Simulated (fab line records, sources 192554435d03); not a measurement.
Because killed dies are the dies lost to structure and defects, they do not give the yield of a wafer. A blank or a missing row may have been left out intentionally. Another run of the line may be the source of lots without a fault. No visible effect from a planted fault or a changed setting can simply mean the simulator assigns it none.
Split-lot experiment || flow n5-finfet || 7 lots, 21 wafers read, on a route of 1938 steps

== THE SPLIT ITSELF ==
At N5_DUMMY_GATE_EXPOSE_12 (exposes mask GATE, target cd 25 nm), the setting dose-mj was moved away from the recipe's 34 on 5 of the 21 wafers read, by -4.3% to +5.0%. All remaining wafers had this setting at the recipe value.

== FROM THE SPLIT TO THE READING: what the file shows between them, 2 steps ==
- N5_DUMMY_GATE_PEB_13: peb time 60 s
- N5_DUMMY_GATE_DEVELOP_14: develop time 30 s

== THE READING ==
cd-nm (nm) at N5_DUMMY_GATE_CD_MEAS_15, where the cd target is 25.8 nm. Fault-free wafers of this fab line usually give 24.94 nm, standard deviation 0.21 nm.

{"wafer": "L074.1", "tool, chamber at the split": "euv-scanner-01, 0", "dose-mj as run": 34, "against the recipe": "recipe", "cd-nm, nm": 24.96, "against lot-mates on the recipe": "-"}
{"wafer": "L074.4", "tool, chamber at the split": "euv-scanner-01, 0", "dose-mj as run": 34, "against the recipe": "recipe", "cd-nm, nm": 24.90, "against lot-mates on the recipe": "-"}
{"wafer": "L074.6", "tool, chamber at the split": "euv-scanner-01, 0", "dose-mj as run": 32.8, "against the recipe": "-3.5%", "cd-nm, nm": 25.55, "against lot-mates on the recipe": "+0.62"}
{"wafer": "L078.1", "tool, chamber at the split": "euv-scanner-01, 0", "dose-mj as run": 34, "against the recipe": "recipe", "cd-nm, nm": 24.79, "against lot-mates on the recipe": "-"}
{"wafer": "L078.2", "tool, chamber at the split": "euv-scanner-01, 0", "dose-mj as run": 34, "against the recipe": "recipe", "cd-nm, nm": 24.88, "against lot-mates on the recipe": "-"}
{"wafer": "L078.5", "tool, chamber at the split": "euv-scanner-01, 0", "dose-mj as run": 34, "against the recipe": "recipe", "cd-nm, nm": 25.03, "against lot-mates on the recipe": "-"}
{"wafer": "L081.1", "tool, chamber at the split": "euv-scanner-01, 0", "dose-mj as run": 32.55, "against the recipe": "-4.3%", "cd-nm, nm": 25.58, "against lot-mates on the recipe": "+0.56"}
{"wafer": "L081.4", "tool, chamber at the split": "euv-scanner-01, 0", "dose-mj as run": 34, "against the recipe": "recipe", "cd-nm, nm": 25.02, "against lot-mates on the recipe": "-"}
{"wafer": "L081.6", "tool, chamber at the split": "euv-scanner-01, 0", "dose-mj as run": 32.55, "against the recipe": "-4.3%", "cd-nm, nm": 25.81, "against lot-mates on the recipe": "+0.79"}
{"wafer": "L083.1", "tool, chamber at the split": "euv-scanner-01, 0", "dose-mj as run": 35.7, "against the recipe": "+5.0%", "cd-nm, nm": 23.95, "against lot-mates on the recipe": -1.07}
{"wafer": "L083.2", "tool, chamber at the split": "euv-scanner-01, 0", "dose-mj as run": 34, "against the recipe": "recipe", "cd-nm, nm": 25.13, "against lot-mates on the recipe": "-"}
{"wafer": "L083.4", "tool, chamber at the split": "euv-scanner-01, 0", "dose-mj as run": 34, "against the recipe": "recipe", "cd-nm, nm": 24.92, "against lot-mates on the recipe": "-"}
{"wafer": "L084.2", "tool, chamber at the split": "euv-scanner-02, 0", "dose-mj as run": 34, "against the recipe": "recipe", "cd-nm, nm": 24.75, "against lot-mates on the recipe": "-"}
{"wafer": "L084.3", "tool, chamber at the split": "euv-scanner-02, 0", "dose-mj as run": 34, "against the recipe": "recipe", "cd-nm, nm": 25.03, "against lot-mates on the recipe": "-"}
{"wafer": "L084.6", "tool, chamber at the split": "euv-scanner-02, 0", "dose-mj as run": 34, "against the recipe": "recipe", "cd-nm, nm": 24.81, "against lot-mates on the recipe": "-"}
{"wafer": "L093.3", "tool, chamber at the split": "euv-scanner-01, 0", "dose-mj as run": 34, "against the recipe": "recipe", "cd-nm, nm": 25.09, "against lot-mates on the recipe": "-"}
{"wafer": "L093.4", "tool, chamber at the split": "euv-scanner-01, 0", "dose-mj as run": 32.98, "against the recipe": "-3.0%", "cd-nm, nm": 25.67, "against lot-mates on the recipe": "+0.59"}
{"wafer": "L093.6", "tool, chamber at the split": "euv-scanner-01, 0", "dose-mj as run": 34, "against the recipe": "recipe", "cd-nm, nm": 25.08, "against lot-mates on the recipe": "-"}
{"wafer": "L094.1", "tool, chamber at the split": "euv-scanner-01, 0", "dose-mj as run": 34, "against the recipe": "recipe", "cd-nm, nm": 24.74, "against lot-mates on the recipe": "-"}
{"wafer": "L094.5", "tool, chamber at the split": "euv-scanner-01, 0", "dose-mj as run": 34, "against the recipe": "recipe", "cd-nm, nm": 25.05, "against lot-mates on the recipe": "-"}
{"wafer": "L094.6", "tool, chamber at the split": "euv-scanner-01, 0", "dose-mj as run": 34, "against the recipe": "recipe", "cd-nm, nm": 25.08, "against lot-mates on the recipe": "-"}

THE FIT
A straight line over all 21 wafers: cd-nm changes by -0.189 nm for each +1% of dose-mj; r = -0.95; the points scatter about the line by 0.13 nm.
The same after taking each lot's own level away (the mean of its wafers on the recipe; 21 wafers): -0.184 nm for each +1%; r = -0.96; scatter 0.11 nm.
According to that fit, moving dose-mj by its largest amount changes the reading by 0.92 nm.
The lots' own levels span 24.863 to 25.085 nm, that is 1.1 times the standard deviation above.
Hence the lot-to-lot level has little effect on the slope; both slopes agree.
Check: -0.835 nm against its lot-mates is what the line predicts for one of the wafers moved furthest among these (+5.0%) when that wafer is left out of the fit. Against them it came out at -1.07 nm.

== OTHER SPLITS ON THESE WAFERS ==
Note: prior to the reading, these wafers also went through further splits. Each is held against what the fit with the lots' levels taken away leaves over:
{"other split on the same wafers": "N5_ZERO_LAYER_EXPOSE_08 dose-mj", "wafers away from the commonest value": 8, "r with cd-nm (lot level and that fit taken away)": "+0.02"}
{"other split on the same wafers": "N5_WELL_APT_COAT_02 spin-rpm", "wafers away from the commonest value": 5, "r with cd-nm (lot level and that fit taken away)": -0.29}
{"other split on the same wafers": "N5_WELL_APT_COAT_19 spin-rpm", "wafers away from the commonest value": 4, "r with cd-nm (lot level and that fit taken away)": -0.11}
{"other split on the same wafers": "N5_FIN_SAQP_FIN_ETCH_36 icp-w", "wafers away from the commonest value": 11, "r with cd-nm (lot level and that fit taken away)": -0.23}
{"other split on the same wafers": "N5_FIN_CUT_COAT_19 spin-rpm", "wafers away from the commonest value": 5, "r with cd-nm (lot level and that fit taken away)": "+0.23"}
{"other split on the same wafers": "N5_DUMMY_GATE_CVD_03 temp-c", "wafers away from the commonest value": 12, "r with cd-nm (lot level and that fit taken away)": "+0.05"}
{"other split on the same wafers": "N5_DUMMY_GATE_COAT_28 spin-rpm", "wafers away from the commonest value": 7, "r with cd-nm (lot level and that fit taken away)": "+0.29"}

== THE FILE'S OWN FIT ==
cd-nm changes by -0.189 nm for each +1% of dose-mj, r = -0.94.
